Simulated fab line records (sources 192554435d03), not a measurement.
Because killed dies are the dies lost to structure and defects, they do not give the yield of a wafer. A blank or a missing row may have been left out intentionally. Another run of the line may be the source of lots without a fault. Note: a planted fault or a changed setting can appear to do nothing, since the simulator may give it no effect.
Chamber matching + flow n5-finfet + N5_MOL_CONTACT_COAG_ETCH_91 on rie-diel-04 has 4 sister chambers
The step etches SOC in N2/H2, target depth 60 nm, overetch 21 nm, time 101.2 s. 16 wafers are shown with their chamber, then 8 later ones without.

WAFERS PAIRED WITH THEIR CHAMBERS
| wafer  | chamber | showerhead-plenum-p-Torr (Torr) | throttle-valve-pct (%) | oes-product-au (a.u.) |
|--------|---------|---------------------------------|------------------------|-----------------------|
| L074.1 | 2       | 2.43                            | 18.0                   | 0.62                  |
| L074.3 | 3       | 2.41                            | 17.6                   | 0.61                  |
| L074.6 | 1       | 2.62                            | 17.9                   | 0.58                  |
| L077.1 | 3       | 2.40                            | 17.6                   | 0.60                  |
| L077.4 | 3       | 2.40                            | 17.6                   | 0.60                  |
| L077.5 | 1       | 2.62                            | 17.9                   | 0.58                  |
| L080.1 | 0       | 2.56                            | 18.2                   | 0.65                  |
| L080.4 | 3       | 2.40                            | 17.6                   | 0.59                  |
| L080.6 | 0       | 2.56                            | 18.2                   | 0.65                  |
| L083.2 | 3       | 2.40                            | 17.6                   | 0.59                  |
| L083.4 | 3       | 2.40                            | 17.6                   | 0.59                  |
| L083.6 | 0       | 2.55                            | 18.2                   | 0.64                  |
| L085.2 | 0       | 2.55                            | 18.3                   | 0.64                  |
| L085.3 | 2       | 2.42                            | 18.1                   | 0.61                  |
| L085.4 | 0       | 2.55                            | 18.2                   | 0.64                  |
| L086.1 | 3       | 2.39                            | 17.7                   | 0.60                  |

SIGNATURES (means of the wafers above)
| reading                  | chamber 0 | chamber 1 | chamber 2 | chamber 3 | scatter within a chamber |
|--------------------------|-----------|-----------|-----------|-----------|--------------------------|
| showerhead-plenum-p-Torr | 2.5540    | 2.6200    | 2.4250    | 2.4000    | 0.00555                  |
| throttle-valve-pct       | 18.220    | 17.900    | 18.050    | 17.614    | 0.0424                   |
| oes-product-au           | 0.6440    | 0.5800    | 0.6150    | 0.5971    | 0.00654                  |
Rule: distance of a wafer from a chamber = root of the sum over the readings of ((wafer's reading minus chamber's mean) / reading's scatter) squared. The wafer belongs to the nearest chamber; if the next one is less than 2 further off, it can't be placed. The scatter is the square root of a quotient: the sum, over the shown wafers, of each reading's squared deviation from its chamber's mean, divided by wafers minus chambers.

WAFERS WITHOUT THEIR CHAMBER
| wafer  | showerhead-plenum-p-Torr (Torr) | throttle-valve-pct (%) | oes-product-au (a.u.) |
|--------|---------------------------------|------------------------|-----------------------|
| L086.5 | 2.61                            | 17.5                   | 0.81                  |
| L086.6 | 2.42                            | 18.0                   | 0.60                  |
| L087.1 | 2.39                            | 17.7                   | 0.59                  |
| L087.2 | 2.61                            | 17.5                   | 0.80                  |
| L087.5 | 2.42                            | 18.1                   | 0.61                  |
| L090.3 | 2.61                            | 17.5                   | 0.78                  |
| L090.4 | 2.42                            | 18.1                   | 0.60                  |
| L090.5 | 2.55                            | 18.3                   | 0.64                  |

EACH ONE'S CHAMBER
| wafer  | from the rows above | in truth                   |
|--------|---------------------|----------------------------|
| L086.5 | 0                   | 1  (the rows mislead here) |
| L086.6 | 2                   | 2                          |
| L087.1 | 3                   | 3                          |
| L087.2 | 0                   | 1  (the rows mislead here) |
| L087.5 | 2                   | 2                          |
| L090.3 | 0                   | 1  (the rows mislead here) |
| L090.4 | 2                   | 2                          |
| L090.5 | 0                   | 0                          |
Correct placement for 5 of the 8. Can't be placed from these rows: 0. Placed wrongly: 3.
